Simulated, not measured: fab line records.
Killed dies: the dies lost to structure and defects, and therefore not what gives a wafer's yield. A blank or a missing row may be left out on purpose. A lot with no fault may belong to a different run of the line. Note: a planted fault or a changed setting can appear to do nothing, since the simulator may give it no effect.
Struck lot and sound lot, side by side | flow n5Finfet | 15 out of 1938 route steps
Sound: the wafers L987.1, L987.5, L987.6. The struck wafers were L990.2, L990.4, L990.6. At the end, the cause is stated.
Order at every step that has rows: each side's tool, ch and its chambers, its first start. Under that, the readings that differ: sound wafers | struck wafers | difference of the means | sigmas: that difference in standard deviations of wafers without a fault.
alike: readings whose means differ by less than 2 such deviations, and words and numbers that are the same on both sides. not compared: withheld readings, readings that some wafer has no value for, bounds like >300 that may hide the same value, and numbers for which the record gives no deviation and whose values overlap.
The two part at a step that has a row with sigmas, a row that says differs or no value, or rows on one side only. Numbers that don't overlap but have no deviation are shown without sigmas and don't part them. A reading that every wafer of one side lacks parts them only if that side has two wafers or more.

N5_GATE_CUT_ETCH_19: etches SiNx in CH3F/O2, target depth 53.7 nm, time 76.7 s.
  sound on rieDiel-03 ch 1,2, day 6 19:03; struck on rieDiel-03 ch 0,3, day 7 11:03
reading             | sound          | struck         | difference | sigmas
oesProductAu (a.u.) | 0.60 0.68 0.60 | 0.83 0.66 0.82 | +0.14      | +2
rfVppV (V)          | 286 292 286    | 307 300 305    | +16        | +3
  alike: drypumpMotorCurrentA, etchRfOnTimeS, oes_ar_750_au, showerheadPlenumPTorr, throttleValvePct
  not compared: rfHoursCounterH
then, 1 step without rows for these wafers: N5_GATE_CUT_CUT_ETCH_53 (etches W in SF6/Cl2, target depth 79.2 nm).
N5_GATE_CUT_CUT_ETCH_54: etches TiN in Cl2/BCl3, target depth 96.7 nm.
  sound on rieMetal-01 ch 0,1, day 6 19:13; struck on rieMetal-02 ch 0, day 7 11:13
reading              | sound          | struck         | difference | sigmas
etchRfOnTimeS (s)    | 34.7 35.4 34.8 | 39.0 38.9 38.7 | +3.9       | +2
oes_ar_750_au (a.u.) | 0.72 0.81 0.73 | 0.58 0.58 0.58 | -0.17      | -2
oesProductAu (a.u.)  | 0.67 0.76 0.67 | 0.53 0.54 0.54 | -0.16      | -2
  alike: drypumpMotorCurrentA, heBacksideLeakSccm, throttleValvePct
  not compared: rfHoursCounterH
N5_GATE_CUT_CUT_ETCH_55: etches HfO2 in BCl3, target depth 3.2 nm.
  sound on rieMetal-01 ch 0,1, day 6 19:16; struck on rieMetal-02 ch 0, day 7 11:17
  alike: drypumpMotorCurrentA, heBacksideLeakSccm, oesProductAu, throttleValvePct
  not compared: rfHoursCounterH
then, 2 steps without rows for these wafers: N5_GATE_CUT_ETCH_47 (etches SiO2 in Cl2/BCl3, target depth 10 nm); N5_GATE_CUT_VAPOR_ETCH_48 (etches TiN in BCl3/Cl2).
N5_GATE_CUT_VAPOR_ETCH_49: etches TiAlC in BCl3/Cl2.
  sound on rieMetal-01 ch 0,1, day 6 19:22; struck on rieMetal-02 ch 0, day 7 11:22
reading             | sound          | struck         | difference | sigmas
oesProductAu (a.u.) | 0.74 0.83 0.74 | 0.62 0.61 0.61 | -0.16      | -2
  alike: drypumpMotorCurrentA, heBacksideLeakSccm
N5_GATE_CUT_VAPOR_ETCH_51: etches HfO2 in BCl3/Cl2.
  sound on rieMetal-01 ch 0,1, day 6 19:23; struck on rieMetal-02 ch 0, day 7 11:24
reading             | sound          | struck         | difference | sigmas
oesProductAu (a.u.) | 0.74 0.83 0.73 | 0.62 0.61 0.61 | -0.15      | -2
  alike: drypumpMotorCurrentA, heBacksideLeakSccm
then, 4 steps without rows for these wafers: N5_GATE_CUT_STRIP_21 (strips in N2/H2, time 30 s); N5_GATE_CUT_STRIP_29 (strips in post etch residue remover, time 60 s); N5_GATE_CUT_SRD_52 (time 30 s); N5_GATE_CUT_ALD_22 (deposits SiNx, target thk 16 nm, pulse time 1 s, ald cycles 320).
N5_GATE_CUT_CMP_23: polishes, stops on SiO2, t overpolish 23.4 s, target thk 16 nm.
  sound on cmp-02 ch 1,2, day 6 21:06; struck on cmp-04 ch 0,1,3, day 7 13:05
reading         | sound             | struck            | difference | sigmas
platenRpm (rpm) | 51.78 51.83 51.76 | 49.66 49.72 49.74 | -2.08      | -60
  alike: motorCurrentA, overpolishRunS, timeToEndpointS
N5_GATE_CUT_THK_MEAS_24:
  sound: filmMetro-01 at day 6 21:24; struck: filmMetro-02 at day 7 13:23
  alike: GC_FILL_THK
-- here the record skips 8 days between the struck wafers' starts before and after, leaving off in module GATE_CUT and picking up in module PASSIVATION (first step shown: number 1936 of the route) --
N5_PASSIVATION_PROBE_49:
  only the struck wafers here have rows in the record (prober-01, day 15 11:26); the sound ones have none

== WHERE THEY PART ==
Last at N5_PASSIVATION_PROBE_49 as far as this record goes, first at N5_GATE_CUT_ETCH_19.

WHY: what the simulator had put in
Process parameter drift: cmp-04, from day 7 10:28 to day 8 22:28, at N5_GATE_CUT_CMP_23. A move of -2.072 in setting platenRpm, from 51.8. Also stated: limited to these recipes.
